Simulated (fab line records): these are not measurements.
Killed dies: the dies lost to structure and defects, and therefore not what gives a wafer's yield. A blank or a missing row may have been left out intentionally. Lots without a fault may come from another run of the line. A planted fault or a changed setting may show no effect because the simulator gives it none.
Split-lot trial ; flow n5 finfet ; route with 1938 steps; 7 lots, 21 wafers read

## SPLIT DETAILS
At N5_BEOL_M10_COAT_64 (time 60 s, resist thk 30 nm), the setting spin rpm was moved away from the recipe's 1500 rpm on 10 of the 21 wafers read, by -5.4% to +9.7%. All remaining wafers had this setting at the recipe value.

## FROM THE SPLIT TO THE READING: what the file shows between them, 3 steps
- N5_BEOL_M10_COAT_22: resist thk 90 nm
- N5_BEOL_M10_EBR_24
- N5_BEOL_M10_DESCUM_33: chemistry O2, time 7.9 s

## THE READING
etch.depth nm (the simulator's own value, which no gauge read), in nm, at N5_BEOL_M10_ETCH_65 (etches SiARC in CF4, target depth 39 nm, time 65 s). There is no usual value for it anywhere in the file. Average 30.04 nm, standard deviation 0.07 nm, over the 11 wafers here run with the recipe.

wafer;tool, chamber at the split;spin rpm as run, rpm;against the recipe;etch.depth nm, nm;against lot-mates on the recipe
L077.3;litho track-02, 0;1423;-5.1%;30.75;+0.78
L077.4;litho track-02, 0;1423;-5.1%;30.79;+0.82
L077.5;litho track-02, 0;1500;recipe;29.97;-
L079.3;litho track-04, 0;1646;+9.7%;28.64;no lot-mate on the recipe
L079.5;litho track-04, 0;1646;+9.7%;28.57;no lot-mate on the recipe
L079.6;litho track-04, 0;1646;+9.7%;28.71;no lot-mate on the recipe
L082.4;litho track-03, 0;1500;recipe;30.06;-
L082.5;litho track-03, 0;1500;recipe;30.08;-
L082.6;litho track-03, 0;1500;recipe;30.11;-
L091.3;litho track-04, 0;1500;recipe;30.11;-
L091.4;litho track-04, 0;1500;recipe;30.08;-
L091.5;litho track-04, 0;1500;recipe;30.13;-
L093.1;litho track-04, 0;1500;recipe;29.92;-
L093.2;litho track-04, 0;1578;+5.2%;29.16;-0.76
L093.4;litho track-04, 0;1578;+5.2%;29.16;-0.76
L095.2;litho track-03, 0;1422;-5.2%;30.81;+0.88
L095.5;litho track-03, 0;1500;recipe;29.93;-
L095.6;litho track-03, 0;1422;-5.2%;30.78;+0.85
L094.2;litho track-03, 0;1419;-5.4%;30.92;+0.89
L094.4;litho track-03, 0;1500;recipe;30.06;-
L094.6;litho track-03, 0;1500;recipe;30.01;-

FIT RESULTS
A straight line over all 21 wafers: etch.depth nm changes by -0.148 nm for each +1% of spin rpm; r = -0.99; the points scatter about the line by 0.074 nm.
The same after taking each lot's own level away (the mean of its wafers on the recipe; 18 wafers): -0.156 nm for each +1%; r = -1.00; scatter 0.03 nm.
On that fit, the largest move of spin rpm shifts the reading by 1.5 nm.
The lots' own levels span 29.920 to 30.107 nm, that is 2.7 times the standard deviation above.
Consequently the slope shifts little with the lot-to-lot level, the two slopes agreeing.
Check: for one of the wafers moved furthest among these (-5.4%), held out of the fit, the line's prediction against its lot-mates is +0.851 nm. Against them it came out at +0.885 nm.

## OTHER SPLITS APPLIED TO THESE WAFERS
Note: prior to the reading, these wafers also went through further splits. Each is held against what the fit with the lots' levels taken away leaves over:
other split on the same wafers;wafers away from the commonest value;r with etch.depth nm (lot level and that fit taken away)
N5_BEOL_M10_COAT_63 spin rpm;6;+0.44

## THE WHOLE CHAIN: every reading that the file lists as answering this split, in the file's order
step;what it does;reading;change (the file's fit);r (the file's)
N5_BEOL_M10_COAT_64;time 60 s, resist thk 30 nm;SiARC_of_BEOL_M10_COAT_64.thk nm (the simulator's own value, which no gauge read);-0.163 nm for each +1% of the setting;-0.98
N5_BEOL_M10_ETCH_65;etches SiARC in CF4, target depth 39 nm, time 65 s;CAR-ArF_of_BEOL_M10_COAT_22.thk nm (the simulator's own value, which no gauge read);+0.158 nm for each +1% of the setting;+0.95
N5_BEOL_M10_ETCH_65;etches SiARC in CF4, target depth 39 nm, time 65 s;etch.depth nm (the simulator's own value, which no gauge read);-0.158 nm for each +1% of the setting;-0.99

## THE FILE'S OWN FIT
etch.depth nm changes by -0.158 nm for each +1% of spin rpm, r = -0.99.
